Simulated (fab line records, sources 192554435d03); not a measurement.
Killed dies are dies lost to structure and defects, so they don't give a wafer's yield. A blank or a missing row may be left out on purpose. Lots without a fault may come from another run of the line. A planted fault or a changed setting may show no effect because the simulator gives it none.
Which tool did it? | flow n5_finfet | 9 lots, 27 wafers sampled, at 8 steps of a route of 1938

WHAT THE GAUGES READ, wafer by wafer
N5_START_INSPECT_01: inspects for defects (unpatterned scan).
lot  | measured    | on                | raw_defect_count
L198 | day 2 00:02 | defect_inspect-02 | 6 4 8
L200 | day 2 12:02 | defect_inspect-01 | 4 7 5
L202 | day 3 00:02 | defect_inspect-01 | 2 7 5
L209 | day 4 18:02 | defect_inspect-02 | 6 6 6
L211 | day 5 06:02 | defect_inspect-02 | 4 4 3
L212 | day 5 12:02 | defect_inspect-02 | 3 6 5
L213 | day 5 18:02 | defect_inspect-02 | 10 4 6
L216 | day 6 12:02 | defect_inspect-01 | 4 5 3
L218 | day 7 00:02 | defect_inspect-01 | 4 5 4

N5_ZERO_LAYER_CD_MEAS_11: target cd 2000 nm.
lot  | measured    | on        | cd_nm (nm)
L198 | day 2 00:46 | cd_sem-02 | 1998.5 1998.2 1995.5
L200 | day 2 12:38 | cd_sem-01 | 1998.6 2001.6 1998.7
L202 | day 3 00:50 | cd_sem-02 | 2000.9 1999.2 1996.8
L209 | day 4 18:46 | cd_sem-02 | 1995.1 1998.9 2001.8
L211 | day 5 06:46 | cd_sem-03 | 1999.2 1998.2 1996.4
L212 | day 5 12:46 | cd_sem-01 | 1996.8 2003.6 1998.0
L213 | day 5 18:46 | cd_sem-03 | 1997.4 1995.5 1995.3
L216 | day 6 12:46 | cd_sem-01 | 1996.6 2002.4 2000.3
L218 | day 7 00:47 | cd_sem-03 | 1998.4 1998.1 1995.5

N5_WELL_APT_INSPECT_27: inspects for defects (macro).
lot  | measured    | on                | raw_defect_count
L198 | day 2 04:08 | defect_inspect-01 | 1 1 1
L200 | day 2 15:12 | defect_inspect-02 | 4 2 1
L202 | day 3 04:10 | defect_inspect-01 | 260 274 222
L209 | day 4 21:13 | defect_inspect-01 | 230 255 255
L211 | day 5 09:43 | defect_inspect-01 | 0 2 2
L212 | day 5 14:52 | defect_inspect-02 | 1 2 3
L213 | day 5 21:02 | defect_inspect-01 | 3 3 1
L216 | day 6 14:53 | defect_inspect-02 | 2 3 1
L218 | day 7 02:55 | defect_inspect-02 | 2 1 2

N5_WELL_APT_INSPECT_38: inspects for defects (darkfield).
lot  | measured    | on                | raw_defect_count
L198 | day 2 05:55 | defect_inspect-01 | 11 8 10
L200 | day 2 17:14 | defect_inspect-02 | 19 19 14
L202 | day 3 05:50 | defect_inspect-02 | 288 284 246
L209 | day 4 23:01 | defect_inspect-02 | 243 270 279
L211 | day 5 11:40 | defect_inspect-01 | 19 20 14
L212 | day 5 16:58 | defect_inspect-02 | 4 10 5
L213 | day 5 23:02 | defect_inspect-02 | 30 9 15
L216 | day 6 16:33 | defect_inspect-01 | 16 12 12
L218 | day 7 04:36 | defect_inspect-02 | 15 14 8

N5_PMOS_HMC_CHANNEL_EPI_INSPECT_11: inspects for defects (macro).
lot  | measured    | on                | raw_defect_count
L198 | day 2 06:26 | defect_inspect-01 | 1 2 3
L200 | day 2 17:36 | defect_inspect-01 | 1 2 1
L202 | day 3 06:20 | defect_inspect-01 | 272 278 231
L209 | day 4 23:30 | defect_inspect-01 | 233 253 270
L211 | day 5 12:10 | defect_inspect-01 | 3 3 1
L212 | day 5 17:27 | defect_inspect-02 | 2 0 1
L213 | day 5 23:24 | defect_inspect-02 | 3 3 2
L216 | day 6 17:03 | defect_inspect-01 | 2 6 4
L218 | day 7 05:06 | defect_inspect-02 | 3 1 0

N5_BEOL_M4_RC_MEAS_101.
lot  | measured     | on        | DIBL_N (mV/V)  | DIBL_P (mV/V)  | IOFF_N (nA/um) | IOFF_P (nA/um) | ION_N (uA/um) | ION_P (uA/um) | SS_N (mV/dec)  | SS_P (mV/dec)  | VT_N (mV)   | VT_P (mV)
L198 | day 8 05:15  | prober-01 | 40.3 39.0 38.0 | 40.8 38.0 38.5 | 0.21 0.17 0.17 | 0.26 0.21 0.23 | 705 685 665   | 477 461 456   | 72.5 72.2 71.6 | 74.6 73.5 73.4 | 248 250 250 | -248 -254 -252
L200 | day 8 22:30  | prober-01 | 37.9 33.1 34.5 | 36.9 32.0 32.7 | 0.17 0.11 0.12 | 0.20 0.14 0.14 | 657 679 660   | 450 458 447   | 72.0 71.3 70.7 | 73.5 71.7 72.0 | 251 252 257 | -251 -257 -256
L202 | day 9 09:02  | prober-01 | 36.1 37.2 36.5 | 36.6 36.7 36.5 | 0.17 0.17 0.17 | 0.26 0.24 0.24 | 687 664 688   | 481 454 474   | 71.3 72.0 71.9 | 73.1 73.6 73.3 | 246 249 249 | -246 -246 -248
L209 | day 11 04:23 | prober-01 | 39.9 40.1 38.0 | 40.6 41.1 40.3 | 0.24 0.24 0.19 | 0.30 0.30 0.28 | 686 701 673   | 472 468 465   | 72.7 73.2 71.8 | 74.0 74.5 74.7 | 245 249 247 | -245 -246 -243
L211 | day 11 11:47 | prober-01 | 35.1 35.5 36.0 | 35.5 35.2 37.2 | 0.17 0.16 0.18 | 0.21 0.20 0.22 | 667 662 672   | 459 451 461   | 71.8 71.6 72.4 | 73.4 72.3 73.4 | 250 251 250 | -249 -251 -250
L212 | day 11 19:21 | prober-01 | 39.2 36.9 36.5 | 41.4 37.3 37.2 | 0.21 0.16 0.14 | 0.29 0.22 0.20 | 693 668 665   | 474 459 456   | 72.1 71.3 71.3 | 74.3 72.6 73.1 | 249 250 253 | -245 -251 -253
L213 | day 11 20:03 | prober-02 | 34.8 32.5 34.2 | 37.0 34.5 36.5 | 0.14 0.11 0.13 | 0.21 0.17 0.19 | 662 665 658   | 461 463 460   | 71.4 70.2 70.7 | 73.7 72.6 73.0 | 254 258 255 | -249 -253 -252
L216 | day 12 21:37 | prober-01 | 37.9 34.5 35.7 | 40.9 35.3 38.1 | 0.19 0.13 0.16 | 0.23 0.15 0.19 | 669 664 666   | 459 449 449   | 72.2 71.4 71.5 | 73.8 72.8 73.4 | 248 251 247 | -251 -256 -254
L218 | day 13 16:04 | prober-02 | 37.8 34.3 33.2 | 37.7 34.0 33.0 | 0.18 0.11 0.10 | 0.20 0.15 0.14 | 684 670 668   | 457 468 462   | 71.9 71.0 70.1 | 74.1 72.7 72.2 | 248 254 257 | -254 -258 -260

WHICH TOOL RAN EACH LOT (tool, then ch and the chambers of the sampled wafers, then the start)
lot  | N5_WELL_APT_STRIP_16               | N5_WELL_APT_RTA_34
L198 | wet_bench-04 ch 0,6,7, day 2 03:17 | rtp_anneal-02 ch 0, day 2 05:02
L200 | wet_bench-04 ch 3,6,7, day 2 14:21 | rtp_anneal-02 ch 0, day 2 16:23
L202 | wet_bench-04 ch 0,1,4, day 3 03:34 | rtp_anneal-02 ch 0, day 3 04:58
L209 | wet_bench-04 ch 1,3,4, day 4 20:30 | rtp_anneal-02 ch 0, day 4 22:07
L211 | wet_bench-03 ch 0,1,6, day 5 09:07 | rtp_anneal-02 ch 0, day 5 10:37
L212 | wet_bench-02 ch 4,5,6, day 5 14:15 | rtp_anneal-02 ch 0, day 5 15:56
L213 | wet_bench-03 ch 1,5,6, day 5 20:26 | rtp_anneal-01 ch 0, day 5 22:11
L216 | wet_bench-03 ch 2,5,7, day 6 14:15 | rtp_anneal-01 ch 0, day 6 15:42
L218 | wet_bench-04 ch 4,5,6, day 7 02:18 | rtp_anneal-01 ch 0, day 7 03:43
- N5_WELL_APT_STRIP_16: strips in SPM, time 900 s.
- N5_WELL_APT_RTA_34: time 10 s.

WHAT THE TOOLS THEMSELVES READ (means of the sampled wafers that have a number; where no wafer has one, the mark that the record gives instead)
N5_WELL_APT_RTA_34.
lot  | tool          | lamp_power_pct (%) | wafer_temp_C_max
L198 | rtp_anneal-02 | 13.05              | 1003.4
L200 | rtp_anneal-02 | 13.02              | 1004.3
L202 | rtp_anneal-02 | 12.98              | 1003.5
L209 | rtp_anneal-02 | 13.04              | 1003.2
L211 | rtp_anneal-02 | 13.03              | 1003.6
L212 | rtp_anneal-02 | 13.02              | 1003.5
L213 | rtp_anneal-01 | 12.98              | 1003.0
L216 | rtp_anneal-01 | 13.00              | 1004.2
L218 | rtp_anneal-01 | 13.03              | 1003.4

THE ANSWER, worked out from the rows above alone
Rule: what is usual is taken from the lots themselves. Put in order of their means at a reading, lots are off if they are a third of the lots or fewer, leave a main group of 4 or more, and stand apart from it by a gap of 3 or more times the standard deviation of the main group's means; of several such gaps the widest counts. A main group whose means are all the same, to the digits that the tables above print for the reading, isn't used. A lot without any number at a reading at which 4 lots or more have one is off too. The other lots that the step has rows for count as sound. The gauges are gone through in route order, then the tools' own readings, and for those a lot's mean is taken as printed above. The first step at which some lot is off is used, and at that step the reading that is off furthest; a lot without a number counts as furthest.
Off: L202, L209, at N5_WELL_APT_INSPECT_27 (raw_defect_count). The main group: mean 1.8, standard deviation 0.47.
A tool fits if, at a process step before that reading, it ran every lot that is off, and no sound lot after the first of them. The gauges at N5_WELL_APT_INSPECT_27 aren't tried: what is off there is off at N5_WELL_APT_INSPECT_38 too, on other tools, and a gauge's error can't cause that. None of those tried fits.

WHAT THE SIMULATOR HAD PUT IN
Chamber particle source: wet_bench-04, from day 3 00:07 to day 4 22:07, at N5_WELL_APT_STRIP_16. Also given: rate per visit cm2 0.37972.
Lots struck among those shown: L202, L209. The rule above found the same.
